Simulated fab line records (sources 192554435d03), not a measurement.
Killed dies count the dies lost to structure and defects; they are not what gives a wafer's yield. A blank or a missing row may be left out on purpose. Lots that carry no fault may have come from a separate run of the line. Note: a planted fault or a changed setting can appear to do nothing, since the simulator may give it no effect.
Which tool did it? + flow n5_finfet + 19 lots, 57 wafers sampled, at 3 steps of a route of 1938

== WHAT THE GAUGES READ, wafer by wafer ==
N5_FIN_SAQP_THK_MEAS_05. Usual: thk_nm reads 38.0 nm (standard deviation 0.53).
| lot  | measured    | on            | thk_nm (nm)    | flag |
|------|-------------|---------------|----------------|------|
| L074 | day 1 23:13 | film_metro-01 | 38.2 38.2 38.5 |      |
| L075 | day 2 05:11 | film_metro-02 | 37.6 37.7 37.5 |      |
| L078 | day 2 21:38 | film_metro-01 | 37.6 37.4 38.5 |      |
| L079 | day 3 03:52 | film_metro-01 | 37.5 37.0 38.5 |      |
| L080 | day 3 10:46 | film_metro-01 | 37.3 37.8 38.2 |      |
| L082 | day 3 21:23 | film_metro-02 | 37.7 37.5 38.5 |      |
| L083 | day 4 03:56 | film_metro-01 | 38.2 37.9 39.4 |      |
| L085 | day 4 15:51 | film_metro-01 | 38.7 38.3 38.0 |      |
| L086 | day 4 22:14 | film_metro-02 | 37.7 37.6 38.6 |      |
| L087 | day 5 03:23 | film_metro-02 | 38.4 39.2 37.9 |      |
| L088 | day 5 10:41 | film_metro-01 | 38.0 37.7 38.5 |      |
| L089 | day 5 16:10 | film_metro-02 | 37.6 37.9 38.9 |      |
| L090 | day 5 21:11 | film_metro-02 | 38.3 38.7 38.3 |      |
| L091 | day 6 03:20 | film_metro-01 | 37.5 38.5 37.9 |      |
| L092 | day 6 08:41 | film_metro-02 | 37.5 38.0 38.1 |      |
| L094 | day 6 21:03 | film_metro-02 | 38.0 38.7 39.0 |      |
| L095 | day 7 03:57 | film_metro-02 | 38.3 38.4 39.2 |      |
| L096 | day 7 09:16 | film_metro-01 | 37.8 37.6 38.0 |      |
| L097 | day 7 15:21 | film_metro-02 | 38.0 38.6 38.1 |      |

== TOOL THAT RAN EACH LOT (tool first, then ch and the chambers of the sampled wafers, then the start) ==
| lot  | N5_ZERO_LAYER_ETCH_17             | N5_PMOS_HMC_CHANNEL_EPI_DESCUM_14 |
|------|-----------------------------------|-----------------------------------|
| L074 | rie_diel-05 ch 0,2,3, day 1 13:34 | rie_diel-02 ch 0,1,2, day 1 18:58 |
| L075 | rie_diel-05 ch 0,3, day 1 19:34   | rie_diel-06 ch 0,2,3, day 2 01:34 |
| L078 | rie_diel-02 ch 1,2, day 2 12:56   | rie_diel-02 ch 0,2, day 2 18:08   |
| L079 | rie_diel-06 ch 0,1,3, day 2 18:58 | rie_diel-06 ch 0,1,3, day 3 00:18 |
| L080 | rie_diel-02 ch 0,2,3, day 3 01:54 | rie_diel-02 ch 0,1,2, day 3 06:22 |
| L082 | rie_diel-02 ch 1,2,3, day 3 12:50 | rie_diel-02 ch 1,3, day 3 17:36   |
| L083 | rie_diel-02 ch 1,2, day 3 18:50   | rie_diel-02 ch 0,2, day 3 23:29   |
| L085 | rie_diel-02 ch 0,1, day 4 06:43   | rie_diel-02 ch 1,3, day 4 11:11   |
| L086 | rie_diel-02 ch 0,1,2, day 4 12:50 | rie_diel-02 ch 1,2, day 4 17:16   |
| L087 | rie_diel-05 ch 0,2, day 4 18:50   | rie_diel-02 ch 0,1,3, day 4 23:53 |
| L088 | rie_diel-02 ch 2,3, day 5 00:43   | rie_diel-06 ch 0,1,3, day 5 05:38 |
| L089 | rie_diel-02 ch 0,3, day 5 07:19   | rie_diel-02 ch 0,2,3, day 5 12:17 |
| L090 | rie_diel-02 ch 0,1,3, day 5 12:50 | rie_diel-06 ch 1,2,3, day 5 17:33 |
| L091 | rie_diel-06 ch 1,3, day 5 18:53   | rie_diel-06 ch 1,2, day 5 23:26   |
| L092 | rie_diel-02 ch 1,2, day 6 00:43   | rie_diel-05 ch 0,1,2, day 6 04:56 |
| L094 | rie_diel-05 ch 1,2,3, day 6 12:50 | rie_diel-05 ch 0,2,3, day 6 17:16 |
| L095 | rie_diel-02 ch 0,1,2, day 6 18:44 | rie_diel-02 ch 1,2, day 7 00:04   |
| L096 | rie_diel-02 ch 0,3, day 7 00:52   | rie_diel-06 ch 1,2,3, day 7 05:23 |
| L097 | rie_diel-06 ch 1,2,3, day 7 07:02 | rie_diel-06 ch 0,2,3, day 7 11:58 |
- N5_ZERO_LAYER_ETCH_17: etches SiO2 in CF4, target depth 12 nm, time 13.3 s.
- N5_PMOS_HMC_CHANNEL_EPI_DESCUM_14: chemistry O2, time 7.9 s.

== AS READ BY THE TOOLS THEMSELVES (means over the sampled wafers that have a number; for cases with no such wafer, the mark the record gives instead) ==
N5_ZERO_LAYER_ETCH_17. Usual: bias_w 215.0 W, standard deviation 0.62; drypump_motor_current_A 5.5 A, standard deviation 0.43; oes_product_au 0.80 a.u., standard deviation 0.07; rf_fwd_power_W 446.0 W, standard deviation 1.5; rf_vpp_V 950 V, standard deviation 4.6; showerhead_plenum_p_Torr 2.15 Torr, standard deviation 0.066; throttle_valve_pct 15.51 %, standard deviation 0.14.
| lot  | tool        | bias_w (W) | drypump_motor_current_A (A) | oes_product_au (a.u.) | rf_fwd_power_W (W) | rf_vpp_V (V) | showerhead_plenum_p_Torr (Torr) | throttle_valve_pct (%) | flag |
|------|-------------|------------|-----------------------------|-----------------------|--------------------|--------------|---------------------------------|------------------------|------|
| L074 | rie_diel-05 | 215.5      | 5.4                         | 0.92                  | 445.1              | 953          | 2.20                            | 15.33                  |      |
| L075 | rie_diel-05 | 214.8      | 5.5                         | 0.92                  | 445.1              | 952          | 2.18                            | 15.36                  |      |
| L078 | rie_diel-02 | 214.6      | 5.9                         | 0.77                  | 448.8              | 946          | 2.10                            | 15.50                  |      |
| L079 | rie_diel-06 | 214.9      | 5.4                         | 0.75                  | 444.9              | 947          | 2.12                            | 15.61                  |      |
| L080 | rie_diel-02 | 214.6      | 5.4                         | 0.76                  | 445.5              | 951          | 2.16                            | 15.57                  |      |
| L082 | rie_diel-02 | 215.2      | 5.8                         | 0.78                  | 446.7              | 949          | 2.14                            | 15.50                  |      |
| L083 | rie_diel-02 | 215.3      | 6.0                         | 0.79                  | 444.6              | 945          | 2.09                            | 15.45                  |      |
| L085 | rie_diel-02 | 215.4      | 5.4                         | 0.79                  | 445.5              | 946          | 2.13                            | 15.51                  |      |
| L086 | rie_diel-02 | 214.3      | 5.6                         | 0.77                  | 445.2              | 948          | 2.11                            | 15.53                  |      |
| L087 | rie_diel-05 | 215.5      | 5.7                         | 0.88                  | 445.3              | 952          | 2.19                            | 15.40                  |      |
| L088 | rie_diel-02 | 214.8      | 5.8                         | 0.75                  | 445.4              | 951          | 2.15                            | 15.60                  |      |
| L089 | rie_diel-02 | 214.9      | 5.2                         | 0.77                  | 444.1              | 950          | 2.17                            | 15.59                  |      |
| L090 | rie_diel-02 | 215.5      | 5.5                         | 0.78                  | 446.2              | 949          | 2.15                            | 15.52                  |      |
| L091 | rie_diel-06 | 215.0      | 5.5                         | 0.77                  | 447.2              | 942          | 2.04                            | 15.49                  |      |
| L092 | rie_diel-02 | 215.6      | 6.0                         | 0.79                  | 446.8              | 945          | 2.08                            | 15.48                  |      |
| L094 | rie_diel-05 | 214.7      | 5.4                         | 0.87                  | 446.0              | 953          | 2.21                            | 15.42                  |      |
| L095 | rie_diel-02 | 215.3      | 5.6                         | 0.76                  | 445.8              | 946          | 2.10                            | 15.56                  |      |
| L096 | rie_diel-02 | 214.1      | 5.3                         | 0.74                  | 445.1              | 952          | 2.19                            | 15.60                  |      |
| L097 | rie_diel-06 | 215.1      | 5.3                         | 0.77                  | 447.2              | 947          | 2.12                            | 15.56                  |      |

N5_PMOS_HMC_CHANNEL_EPI_DESCUM_14. Usual: drypump_motor_current_A 5.5 A, standard deviation 0.44; o2_flow_sccm 225.0 sccm, standard deviation 0.62; oes_product_au 0.79 a.u., standard deviation 0.067; rf_fwd_power_W 49.38 W, standard deviation 0.2; rf_vpp_V 243.3 V, standard deviation 1.5; showerhead_plenum_p_Torr 2.10 Torr, standard deviation 0.087; throttle_valve_pct 20.30 %, standard deviation 0.19.
| lot  | tool        | drypump_motor_current_A (A) | o2_flow_sccm (sccm) | oes_product_au (a.u.) | rf_fwd_power_W (W) | rf_vpp_V (V) | showerhead_plenum_p_Torr (Torr) | throttle_valve_pct (%) | flag |
|------|-------------|-----------------------------|---------------------|-----------------------|--------------------|--------------|---------------------------------|------------------------|------|
| L074 | rie_diel-02 | 5.7                         | 225.1               | 0.80                  | 49.55              | 242.8        | 2.07                            | 20.24                  |      |
| L075 | rie_diel-06 | 5.6                         | 225.5               | 0.82                  | 49.45              | 242.7        | 2.11                            | 20.19                  |      |
| L078 | rie_diel-02 | 5.3                         | 224.6               | 0.77                  | 49.21              | 243.2        | 2.10                            | 20.42                  |      |
| L079 | rie_diel-06 | 5.4                         | 224.8               | 0.75                  | 49.36              | 242.5        | 2.05                            | 20.21                  |      |
| L080 | rie_diel-02 | 5.6                         | 225.5               | 0.77                  | 49.31              | 243.4        | 2.06                            | 20.27                  |      |
| L082 | rie_diel-02 | 5.7                         | 225.1               | 0.78                  | 49.43              | 244.9        | 2.12                            | 20.16                  |      |
| L083 | rie_diel-02 | 5.3                         | 225.2               | 0.77                  | 49.25              | 244.3        | 2.10                            | 20.44                  |      |
| L085 | rie_diel-02 | 5.8                         | 224.3               | 0.80                  | 49.59              | 243.5        | 2.06                            | 20.04                  |      |
| L086 | rie_diel-02 | 5.9                         | 224.4               | 0.77                  | 49.38              | 241.9        | 2.05                            | 20.29                  |      |
| L087 | rie_diel-02 | 5.5                         | 225.3               | 0.78                  | 49.31              | 243.3        | 2.10                            | 20.22                  |      |
| L088 | rie_diel-06 | 5.4                         | 225.1               | 0.73                  | 49.23              | 242.0        | 2.04                            | 20.25                  |      |
| L089 | rie_diel-02 | 5.5                         | 225.1               | 0.76                  | 49.35              | 242.8        | 2.12                            | 20.41                  |      |
| L090 | rie_diel-06 | 5.3                         | 225.0               | 0.79                  | 49.40              | 242.3        | 2.08                            | 20.31                  |      |
| L091 | rie_diel-06 | 4.9                         | 224.5               | 0.74                  | 49.40              | 243.4        | 2.13                            | 20.46                  |      |
| L092 | rie_diel-05 | 5.7                         | 224.6               | 0.88                  | 49.15              | 244.7        | 2.16                            | 20.38                  |      |
| L094 | rie_diel-05 | 5.4                         | 224.9               | 0.86                  | 49.29              | 243.7        | 2.16                            | 20.32                  |      |
| L095 | rie_diel-02 | 5.9                         | 225.2               | 0.75                  | 49.62              | 242.8        | 2.04                            | 20.32                  |      |
| L096 | rie_diel-06 | 5.3                         | 225.3               | 0.78                  | 49.52              | 242.8        | 2.08                            | 20.34                  |      |
| L097 | rie_diel-06 | 5.7                         | 224.6               | 0.86                  | 49.46              | 242.8        | 2.09                            | 20.18                  |      |

== THE ANSWER, worked out from the rows above alone ==
Rule: take the mean of a lot's wafers that have a number; if it is more than 3 standard deviations from the usual mean, the lot is off. Also off: a lot with no number at a reading for which 4 or more lots have one. Any other lot the step has rows for is counted as sound. First the gauges in route order, then the tools' own readings, where a lot's mean is used as printed above. The first step at which some lot is off is used, and at that step the reading that is off furthest; a lot without a number counts as furthest.
No lot is off on any of the readings shown, so nothing can be concluded from this.

== WHAT THE SIMULATOR PUT IN ==
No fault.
